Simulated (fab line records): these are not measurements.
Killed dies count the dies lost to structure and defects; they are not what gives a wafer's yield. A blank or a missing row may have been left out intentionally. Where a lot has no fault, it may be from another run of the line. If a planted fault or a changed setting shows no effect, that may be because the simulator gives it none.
Split-lot study | flow n5-finfet | 39 wafers read from 7 lots, route of 1938 steps

## ABOUT THE SPLIT
At N5_MOL_CONTACT_COAG_ETCH_67 (etches SOC in N2/H2, target depth 60 nm, overetch 21 nm, time 101.2 s), the setting source-w was moved away from the recipe's 840 W on 15 of the 39 wafers read, by -14.0% to +18.9%. The other wafers ran this setting at the recipe's value.

Reading taken at the split's own step.

## THE READING
rf-vpp-V, in V, at N5_MOL_CONTACT_COAG_ETCH_67 (etches SOC in N2/H2, target depth 60 nm, overetch 21 nm, time 101.2 s). On this fab line, fault-free wafers typically give 524.6 V with a standard deviation of 2.4 V.

wafer  | tool, chamber at the split | source-w as run, W | against the recipe | rf-vpp-V, V | against lot-mates on the recipe
L075.2 | rie-diel-04, 3             | 840                | recipe             | 525.0       | -
L075.3 | rie-diel-04, 2             | 840                | recipe             | 525.9       | -
L075.6 | rie-diel-04, 3             | 840                | recipe             | 524.9       | -
L076.1 | rie-diel-04, 2             | 840                | recipe             | 526.8       | -
L076.2 | rie-diel-04, 1             | 840                | recipe             | 526.6       | -
L076.3 | rie-diel-04, 3             | 840                | recipe             | 524.9       | -
L076.4 | rie-diel-04, 0             | 840                | recipe             | 528.0       | -
L076.5 | rie-diel-04, 2             | 840                | recipe             | 525.8       | -
L076.6 | rie-diel-04, 1             | 840                | recipe             | 525.4       | -
L079.1 | rie-diel-04, 0             | 840                | recipe             | 529.0       | -
L079.2 | rie-diel-04, 1             | 944.8              | +12.5%             | 505.8       | -21.0
L079.3 | rie-diel-04, 3             | 944.8              | +12.5%             | 505.1       | -21.7
L079.4 | rie-diel-04, 2             | 840                | recipe             | 526.6       | -
L079.5 | rie-diel-04, 2             | 944.8              | +12.5%             | 504.5       | -22.3
L079.6 | rie-diel-04, 3             | 840                | recipe             | 524.7       | -
L089.1 | rie-diel-06, 1             | 998.8              | +18.9%             | 491.4       | -31.0
L089.2 | rie-diel-06, 3             | 998.8              | +18.9%             | 496.5       | -25.9
L089.3 | rie-diel-06, 2             | 840                | recipe             | 521.8       | -
L089.4 | rie-diel-06, 0             | 840                | recipe             | 521.7       | -
L089.5 | rie-diel-06, 1             | 998.8              | +18.9%             | 492.9       | -29.5
L089.6 | rie-diel-06, 0             | 840                | recipe             | 523.8       | -
L091.1 | rie-diel-03, 1             | 840                | recipe             | 523.1       | -
L091.2 | rie-diel-03, 3             | 939.9              | +11.9%             | 505.5       | -19.3
L091.3 | rie-diel-03, 2             | 840                | recipe             | 528.2       | -
L091.4 | rie-diel-03, 0             | 840                | recipe             | 523.0       | -
L091.5 | rie-diel-03, 3             | 939.9              | +11.9%             | 506.5       | -18.3
L091.6 | rie-diel-03, 0             | 939.9              | +11.9%             | 503.4       | -21.4
L095.1 | rie-diel-03, 0             | 840                | recipe             | 522.5       | -
L095.2 | rie-diel-03, 1             | 799.2              | -4.9%              | 531.1       | +7.9
L095.3 | rie-diel-03, 2             | 799.2              | -4.9%              | 535.9       | +12.7
L095.4 | rie-diel-03, 1             | 840                | recipe             | 524.3       | -
L095.5 | rie-diel-03, 0             | 840                | recipe             | 522.7       | -
L095.6 | rie-diel-03, 2             | 799.2              | -4.9%              | 536.3       | +13.1
L097.1 | rie-diel-03, 1             | 722.7              | -14.0%             | 548.8       | +23.3
L097.2 | rie-diel-03, 0             | 722.7              | -14.0%             | 548.6       | +23.1
L097.3 | rie-diel-03, 2             | 840                | recipe             | 529.0       | -
L097.4 | rie-diel-03, 3             | 840                | recipe             | 526.2       | -
L097.5 | rie-diel-03, 2             | 722.7              | -14.0%             | 555.4       | +29.9
L097.6 | rie-diel-03, 1             | 840                | recipe             | 521.2       | -

FIT RESULTS
A straight line over all 39 wafers: rf-vpp-V changes by -1.72 V for each +1% of source-w; r = -0.99; the points scatter about the line by 2.3 V.
The same after taking each lot's own level away (the mean of its wafers on the recipe; 39 wafers): -1.69 V for each +1%; r = -0.99; scatter 2.3 V.
That fit puts the effect of the largest move of source-w on the reading at 32 V.
The lots' own levels span 522.43 to 526.77 V, that is 1.8 times the standard deviation above.
Hence the lot-to-lot level has little effect on the slope; both slopes agree.
Check: with one of the wafers moved furthest among these (+18.9%) left out of the fit, the line predicts -31.3 V for it against its lot-mates. It came out at -31 V against them.
Tool readings at the split's step, against how far the setting was moved: rf-vpp-V r = -0.99.

## THESE WAFERS: OTHER SPLITS
Before the reading, these wafers also passed through other splits. Each is held against what the fit with the lots' levels taken away leaves over:
other split on the same wafers        | wafers away from the commonest value | r with rf-vpp-V (lot level and that fit taken away)
N5_DUMMY_GATE_EXPOSE_12 dose-mj       | 15                                   | -0.21
N5_SD_EPI_P_ETCH_36 bias-w            | 12                                   | -0.10
N5_MOL_CONTACT_COAG_EXPOSE_37 dose-mj | 18                                   | -0.32

## THE WHOLE CHAIN: every reading that the file lists as answering this split, in the file's order
step                        | what it does                                                          | reading                                                                                   | change (the file's fit)                | r (the file's)
N5_MOL_CONTACT_COAG_ETCH_67 | etches SOC in N2/H2, target depth 60 nm, overetch 21 nm, time 101.2 s | rf-vpp-V                                                                                  | -1.67 V for each +1% of the setting    | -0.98
N5_MOL_CONTACT_COAG_ETCH_67 | etches SOC in N2/H2, target depth 60 nm, overetch 21 nm, time 101.2 s | SiARC_of_MOL_CONTACT_COAG_COAT_63.thk-nm (the simulator's own value, which no gauge read) | -0.0279 nm for each +1% of the setting | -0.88

## FILE'S OWN FIT
rf-vpp-V changes by -1.67 V for each +1% of source-w, r = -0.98.
